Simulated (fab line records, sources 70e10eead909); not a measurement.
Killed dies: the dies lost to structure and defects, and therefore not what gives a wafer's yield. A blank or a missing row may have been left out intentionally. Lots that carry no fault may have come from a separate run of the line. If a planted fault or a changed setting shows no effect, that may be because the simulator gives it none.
Matching of chambers -- flow nand harc -- NHARC_P_GATE_DEP_103 on pecvd-02: 3 sister chambers
The step deposits SiON, target thk 30 nm. 24 wafers are shown with their chamber, then 12 later ones without.

## WAFERS PAIRED WITH THEIR CHAMBERS
wafer,chamber,heater power w (W)
L078.2,2,754
L078.3,0,865
L078.5,1,625
L081.3,0,815
L081.4,1,540
L081.6,0,834
L081.1,1,673
L081.2,2,819
L081.5,2,848
L083.2,2,830
L083.3,1,572
L083.6,2,856
L084.1,1,630
L084.4,1,620
L084.5,2,728
L087.2,0,843
L087.3,1,566
L087.4,2,791
L089.1,2,751
L089.3,1,613
L089.4,1,628
L092.1,2,722
L092.3,1,540
L092.5,0,952

SIGNATURES, as means of the wafers listed above
reading,chamber 0,chamber 1,chamber 2,scatter within a chamber
heater power w,861.80,600.70,788.78,48.9
Rule: distance of a wafer from a chamber = root of the sum over the readings of ((wafer's reading minus chamber's mean) / reading's scatter) squared. If the next closest chamber is less than 2 further off than the closest, the wafer can't be placed; otherwise it belongs to the closest. The scatter is the square root of a quotient: the sum, over the shown wafers, of each reading's squared deviation from its chamber's mean, divided by wafers minus chambers.

## WAFERS MISSING THEIR CHAMBER
wafer,heater power w (W)
L092.2,971
L092.4,553
L092.6,728
L094.2,832
L094.5,979
L094.6,614
L096.1,903
L096.5,697
L096.6,624
L097.1,841
L097.2,551
L097.6,701

## CHAMBER TAKEN BY EACH
wafer,from the rows above,in truth
L092.2,can't be placed: 0 or 2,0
L092.4,1,1
L092.6,can't be placed: 2 or 1 or 0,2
L094.2,can't be placed: 0 or 2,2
L094.5,can't be placed: 0 or 2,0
L094.6,1,1
L096.1,can't be placed: 0 or 2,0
L096.5,can't be placed: 2 or 1 or 0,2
L096.6,1,1
L097.1,can't be placed: 0 or 2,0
L097.2,1,1
L097.6,can't be placed: 2 or 1 or 0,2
Correct placement for 4 of the 12. Not placeable from these rows: 8 (in 8, the candidates include the true chamber). 0 placed wrongly.
